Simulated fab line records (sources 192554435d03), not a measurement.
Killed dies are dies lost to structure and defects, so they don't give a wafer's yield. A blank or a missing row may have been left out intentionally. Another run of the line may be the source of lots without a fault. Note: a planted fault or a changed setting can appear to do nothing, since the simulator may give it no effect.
Matching of chambers :: flow n5_finfet :: N5_BEOL_M15_TRENCH_ETCH_34 on rie_diel-04: 4 sister chambers
The step etches SiO2 in C4F8/O2/Ar, target depth 872.93 nm, time 199 s. 4 wafers are shown with their chamber, then 7 later ones without.

WAFERS PAIRED WITH THEIR CHAMBERS
wafer: L302.1
chamber: 1
drypump_motor_current_A (A): 5.9

wafer: L302.5
chamber: 0
drypump_motor_current_A (A): 5.6

wafer: L310.1
chamber: 3
drypump_motor_current_A (A): 5.1

wafer: L310.2
chamber: 2
drypump_motor_current_A (A): 6.5

WAFERS MISSING THEIR CHAMBER
wafer: L310.4
drypump_motor_current_A (A): 5.9

wafer: L313.1
drypump_motor_current_A (A): 6.5

wafer: L313.4
drypump_motor_current_A (A): 5.6

wafer: L313.5
drypump_motor_current_A (A): 6.5

wafer: L316.1
drypump_motor_current_A (A): 6.5

wafer: L316.4
drypump_motor_current_A (A): 5.6

wafer: L316.5
drypump_motor_current_A (A): 6.6

THE CHAMBER EACH PASSED THROUGH
wafer: L310.4
from the rows above: 1
in truth: 1

wafer: L313.1
from the rows above: 2
in truth: 2

wafer: L313.4
from the rows above: 0
in truth: 0

wafer: L313.5
from the rows above: 2
in truth: 2

wafer: L316.1
from the rows above: 2
in truth: 2

wafer: L316.4
from the rows above: 0
in truth: 0

wafer: L316.5
from the rows above: 2
in truth: 2
Correctly placed: 7 of 7. Can't be placed from these rows: 0. Number placed wrongly: 0.
How it was worked out, from the rows above alone: a wafer's distance from a chamber is the root of the sum, over the readings, of the square of ((its reading less the chamber's mean) divided by the reading's scatter). If the next closest chamber is less than 2 further off than the closest, the wafer can't be placed; otherwise it belongs to the closest. For every chamber, the mean is computed from those of its wafers that are shown. The scatter: with one shown wafer a chamber, the root of the mean of the squares of how far each hidden wafer lies from its nearest shown one.
